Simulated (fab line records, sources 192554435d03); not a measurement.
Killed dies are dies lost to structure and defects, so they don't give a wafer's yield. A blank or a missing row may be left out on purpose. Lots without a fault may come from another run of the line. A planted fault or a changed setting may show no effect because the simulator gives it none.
Split-lot experiment | flow n5_finfet | 7 lots, 39 wafers read, on a route of 1938 steps

THE SPLIT
At N5_HKMG_FIN_ALD_91 (deposits TiN, target thk 1 nm, pulse time 1 s, purge time 3 s), the setting ald_cycles was moved away from the recipe's 47 on 18 of the 39 wafers read, by -59.6% to +46.8%. The other wafers ran this setting at the recipe's value.

The reading is taken at the split's own step.

THE READING
TiN_of_HKMG_FIN_ALD_91.thk_nm (the simulator's own value, which no gauge read), in nm, at N5_HKMG_FIN_ALD_91 (deposits TiN, target thk 1 nm, pulse time 1 s, purge time 3 s). The file gives no usual value for it.

wafer  | tool, chamber at the split | ald_cycles as run | against the recipe | TiN_of_HKMG_FIN_ALD_91.thk_nm, nm | against lot-mates on the recipe
L078.1 | ald_metal-04, 1,1,0        | 47                | recipe             | 1                                 | -
L078.5 | ald_metal-04, 1,1,0        | 47                | recipe             | 1                                 | -
L078.6 | ald_metal-04, 1,1,0        | 47                | recipe             | 1                                 | -
L078.2 | ald_metal-04, 3,2,0        | 31                | -34.0%             | 0.6                               | -0.4
L078.3 | ald_metal-04, 3,2,0        | 31                | -34.0%             | 0.6                               | -0.4
L078.4 | ald_metal-04, 3,2,0        | 31                | -34.0%             | 0.6                               | -0.4
L080.2 | ald_metal-01, 3,1,0        | 47                | recipe             | 1                                 | -
L080.4 | ald_metal-01, 3,1,0        | 47                | recipe             | 1                                 | -
L080.6 | ald_metal-01, 3,1,0        | 47                | recipe             | 1                                 | -
L081.1 | ald_metal-01, 0,2,1        | 47                | recipe             | 1                                 | -
L081.3 | ald_metal-01, 0,2,1        | 47                | recipe             | 1                                 | -
L081.6 | ald_metal-01, 0,2,1        | 47                | recipe             | 1                                 | -
L081.2 | ald_metal-01, 1,0,2        | 23                | -51.1%             | 0.4                               | -0.6
L081.4 | ald_metal-01, 1,0,2        | 23                | -51.1%             | 0.4                               | -0.6
L081.5 | ald_metal-01, 1,0,2        | 23                | -51.1%             | 0.4                               | -0.6
L084.1 | ald_metal-03, 0,2,3        | 63                | +34.0%             | 1.4                               | +0.4
L084.2 | ald_metal-03, 0,2,3        | 63                | +34.0%             | 1.4                               | +0.4
L084.4 | ald_metal-03, 0,2,3        | 63                | +34.0%             | 1.4                               | +0.4
L084.3 | ald_metal-03, 1,2,3        | 47                | recipe             | 1                                 | -
L084.5 | ald_metal-03, 1,2,3        | 47                | recipe             | 1                                 | -
L084.6 | ald_metal-03, 1,2,3        | 47                | recipe             | 1                                 | -
L085.1 | ald_metal-01, 2,2,0        | 47                | recipe             | 1                                 | -
L085.4 | ald_metal-01, 2,2,0        | 47                | recipe             | 1                                 | -
L085.6 | ald_metal-01, 2,2,0        | 47                | recipe             | 1                                 | -
L085.2 | ald_metal-01, 1,0,1        | 69                | +46.8%             | 1.4                               | +0.4
L085.3 | ald_metal-01, 1,0,1        | 69                | +46.8%             | 1.4                               | +0.4
L085.5 | ald_metal-01, 1,0,1        | 69                | +46.8%             | 1.4                               | +0.4
L088.1 | ald_metal-04, 0,1,2        | 19                | -59.6%             | 0.4                               | -0.6
L088.5 | ald_metal-04, 0,1,2        | 19                | -59.6%             | 0.4                               | -0.6
L088.6 | ald_metal-04, 0,1,2        | 19                | -59.6%             | 0.4                               | -0.6
L088.2 | ald_metal-04, 1,2,3        | 47                | recipe             | 1                                 | -
L088.3 | ald_metal-04, 1,2,3        | 47                | recipe             | 1                                 | -
L088.4 | ald_metal-04, 1,2,3        | 47                | recipe             | 1                                 | -
L091.1 | ald_metal-04, 0,3,1        | 47                | recipe             | 1                                 | -
L091.3 | ald_metal-04, 0,3,1        | 47                | recipe             | 1                                 | -
L091.4 | ald_metal-04, 0,3,1        | 47                | recipe             | 1                                 | -
L091.2 | ald_metal-04, 2,1,2        | 62                | +31.9%             | 1.4                               | +0.4
L091.5 | ald_metal-04, 2,1,2        | 62                | +31.9%             | 1.4                               | +0.4
L091.6 | ald_metal-04, 2,1,2        | 62                | +31.9%             | 1.4                               | +0.4
Where a row lists several chambers, the file gives one row for several wafers and doesn't say which wafer went through which chamber.

THE FIT
A straight line over all 39 wafers: TiN_of_HKMG_FIN_ALD_91.thk_nm changes by +0.0107 nm for each +1% of ald_cycles; r = +0.99; the points scatter about the line by 0.04 nm.
The same after taking each lot's own level away (the mean of its wafers on the recipe; 39 wafers): +0.0107 nm for each +1%; r = +0.99; scatter 0.04 nm.
On that fit, the largest move of ald_cycles shifts the reading by 0.64 nm.
The lots' own levels span 1.00 to 1.00 nm.
So the lot-to-lot level changes the slope little: the two slopes agree.
Check: with one of the wafers moved furthest among these (-59.6%) left out of the fit, the line predicts -0.647 nm for it against its lot-mates. It came out at -0.6 nm against them.

OTHER SPLITS ON THESE WAFERS
These wafers also went through other splits before the reading. Each is held against what the fit with the lots' levels taken away leaves over:
other split on the same wafers     | wafers away from the commonest value | r with TiN_of_HKMG_FIN_ALD_91.thk_nm (lot level and that fit taken away)
N5_FIN_SAQP_HM_DEP_03 target_thk_a | 9                                    | -0.15

THE FILE'S OWN FIT
TiN_of_HKMG_FIN_ALD_91.thk_nm changes by +0.0107 nm for each +1% of ald_cycles, r = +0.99.
